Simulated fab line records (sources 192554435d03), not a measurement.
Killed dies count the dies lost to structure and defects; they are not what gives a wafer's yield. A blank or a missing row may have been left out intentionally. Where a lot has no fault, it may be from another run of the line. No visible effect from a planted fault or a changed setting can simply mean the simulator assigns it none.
Chamber matching :: flow n5Finfet :: rieDiel-05 running N5_BEOL_M2_DESCUM_33: 4 sister chambers
The step chemistry O2, time 7 s. 4 wafers are shown with their chamber, then 12 later ones without.

WAFERS, EACH WITH ITS CHAMBER
wafer: L084.6
chamber: 1
drypumpMotorCurrentA (A): 5.8

wafer: L085.2
chamber: 0
drypumpMotorCurrentA (A): 5.1

wafer: L085.4
chamber: 2
drypumpMotorCurrentA (A): 6.7

wafer: L085.5
chamber: 3
drypumpMotorCurrentA (A): 5.0

WAFERS MISSING THEIR CHAMBER
wafer: L087.3
drypumpMotorCurrentA (A): 5.8

wafer: L087.5
drypumpMotorCurrentA (A): 5.1

wafer: L087.6
drypumpMotorCurrentA (A): 4.9

wafer: L089.1
drypumpMotorCurrentA (A): 5.8

wafer: L089.2
drypumpMotorCurrentA (A): 6.7

wafer: L089.3
drypumpMotorCurrentA (A): 5.0

wafer: L096.4
drypumpMotorCurrentA (A): 5.1

wafer: L096.5
drypumpMotorCurrentA (A): 5.1

wafer: L096.6
drypumpMotorCurrentA (A): 5.8

wafer: L097.2
drypumpMotorCurrentA (A): 6.7

wafer: L097.4
drypumpMotorCurrentA (A): 5.8

wafer: L097.6
drypumpMotorCurrentA (A): 5.0

WHICH CHAMBER EACH WENT THROUGH
wafer: L087.3
from the rows above: 1
in truth: 1

wafer: L087.5
from the rows above: 0
in truth: 0

wafer: L087.6
from the rows above: 3
in truth: 3

wafer: L089.1
from the rows above: 1
in truth: 1

wafer: L089.2
from the rows above: 2
in truth: 2

wafer: L089.3
from the rows above: 3
in truth: 3

wafer: L096.4
from the rows above: 0
in truth: 0

wafer: L096.5
from the rows above: 0
in truth: 0

wafer: L096.6
from the rows above: 1
in truth: 1

wafer: L097.2
from the rows above: 2
in truth: 2

wafer: L097.4
from the rows above: 1
in truth: 1

wafer: L097.6
from the rows above: 3
in truth: 3
Correctly placed: 12 of 12. Can't be placed from these rows: 0. 0 placed wrongly.
How it was worked out, from the rows above alone: a wafer's distance from a chamber is the root of the sum, over the readings, of the square of ((its reading less the chamber's mean) divided by the reading's scatter). If the next closest chamber is less than 2 further off than the closest, the wafer can't be placed; otherwise it belongs to the closest. The mean given for a chamber averages the wafers shown for that chamber. The scatter (one wafer shown for each chamber): square how far every hidden wafer sits from the nearest shown wafer, average those squares and take the square root.
